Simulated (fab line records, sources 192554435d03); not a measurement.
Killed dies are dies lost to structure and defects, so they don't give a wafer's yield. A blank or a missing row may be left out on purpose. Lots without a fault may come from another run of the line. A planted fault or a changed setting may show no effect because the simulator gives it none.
Split-lot experiment | flow n5_finfet | 7 lots, 21 wafers read, on a route of 1938 steps

THE SPLIT
At N5_BEOL_M4_COAT_62 (time 60 s, resist thk 12 nm), the setting spin_rpm was moved away from the recipe's 1500 rpm on 4 of the 21 wafers read, by -8.7% to +4.3%. The other wafers ran this setting at the recipe's value.

FROM THE SPLIT TO THE READING: what the file shows between them, 6 steps
- N5_BEOL_M4_EXPOSE_08: exposes mask M4 (also split here: dose_mj)
- N5_BEOL_M4_PEB_09: peb time 60 s
- N5_BEOL_M4_DEVELOP_10: develop time 30 s
- N5_BEOL_M4_CD_MEAS_11: target cd 16.79 nm
- N5_BEOL_M4_DESCUM_16: chemistry O2, time 7 s
- N5_BEOL_M4_ETCH_74: etches underlayer in N2/H2, target depth 6.5 nm, time 5.2 s

THE READING
etch.depth_nm (the simulator's own value, which no gauge read), in nm, at N5_BEOL_M4_ETCH_63 (etches SiARC in CF4, target depth 15.6 nm, time 26 s). The file gives no usual value for it. The 17 wafers here that ran the recipe average 12.01 nm, standard deviation 0.027 nm.

wafer  | tool, chamber at the split | spin_rpm as run, rpm | against the recipe | etch.depth_nm, nm | against lot-mates on the recipe
L076.2 | litho_track-04, 0          | 1500                 | recipe             | 12.02             | -
L076.4 | litho_track-04, 0          | 1500                 | recipe             | 12.02             | -
L076.6 | litho_track-04, 0          | 1500                 | recipe             | 12.04             | -
L078.1 | litho_track-03, 0          | 1500                 | recipe             | 11.97             | -
L078.2 | litho_track-03, 0          | 1500                 | recipe             | 11.97             | -
L078.6 | litho_track-03, 0          | 1500                 | recipe             | 12.02             | -
L082.3 | litho_track-04, 0          | 1408                 | -6.1%              | 12.37             | +0.39
L082.4 | litho_track-04, 0          | 1500                 | recipe             | 11.98             | -
L082.5 | litho_track-04, 0          | 1408                 | -6.1%              | 12.37             | +0.39
L083.1 | litho_track-03, 0          | 1500                 | recipe             | 11.98             | -
L083.2 | litho_track-03, 0          | 1500                 | recipe             | 11.97             | -
L083.5 | litho_track-03, 0          | 1500                 | recipe             | 12.01             | -
L089.2 | litho_track-04, 0          | 1500                 | recipe             | 12.02             | -
L089.3 | litho_track-04, 0          | 1565                 | +4.3%              | 11.78             | -0.24
L089.4 | litho_track-04, 0          | 1500                 | recipe             | 12.02             | -
L092.1 | litho_track-04, 0          | 1500                 | recipe             | 12.02             | -
L092.2 | litho_track-04, 0          | 1500                 | recipe             | 12                | -
L092.4 | litho_track-04, 0          | 1500                 | recipe             | 12.02             | -
L096.1 | litho_track-03, 0          | 1500                 | recipe             | 12.07             | -
L096.2 | litho_track-03, 0          | 1500                 | recipe             | 12.02             | -
L096.3 | litho_track-03, 0          | 1369                 | -8.7%              | 12.62             | +0.57

THE FIT
A straight line over all 21 wafers: etch.depth_nm changes by -0.0629 nm for each +1% of spin_rpm; r = -0.99; the points scatter about the line by 0.031 nm.
The same after taking each lot's own level away (the mean of its wafers on the recipe; 21 wafers): -0.0634 nm for each +1%; r = -1.00; scatter 0.017 nm.
On that fit, the largest move of spin_rpm shifts the reading by 0.55 nm.
The lots' own levels span 11.980 to 12.045 nm, that is 2.4 times the standard deviation above.
So the lot-to-lot level changes the slope little: the two slopes agree.
Check: with one of the wafers moved furthest among these (-8.7%) left out of the fit, the line predicts +0.542 nm for it against its lot-mates. It came out at +0.575 nm against them.

OTHER SPLITS ON THESE WAFERS
These wafers also went through other splits before the reading. Each is held against what the fit with the lots' levels taken away leaves over:
other split on the same wafers     | wafers away from the commonest value | r with etch.depth_nm (lot level and that fit taken away)
N5_BEOL_M2_TRENCH_ETCH_37 source_w | 6                                    | +0.44
N5_BEOL_M3_PECVD_72 time_s         | 9                                    | -0.17
N5_BEOL_M3_COAT_05 spin_rpm        | 5                                    | +0.13
N5_BEOL_M4_EXPOSE_08 dose_mj       | 10                                   | +0.16

THE WHOLE CHAIN: every reading that the file lists as answering this split, in the file's order
step               | what it does                                         | reading                                                                          | change (the file's fit)                | r (the file's)
N5_BEOL_M4_COAT_62 | time 60 s, resist thk 12 nm                          | SiARC_of_BEOL_M4_COAT_62.thk_nm (the simulator's own value, which no gauge read) | -0.0645 nm for each +1% of the setting | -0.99
N5_BEOL_M4_ETCH_63 | etches SiARC in CF4, target depth 15.6 nm, time 26 s | etch.depth_nm (the simulator's own value, which no gauge read)                   | -0.0635 nm for each +1% of the setting | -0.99

THE FILE'S OWN FIT
etch.depth_nm changes by -0.0635 nm for each +1% of spin_rpm, r = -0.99.
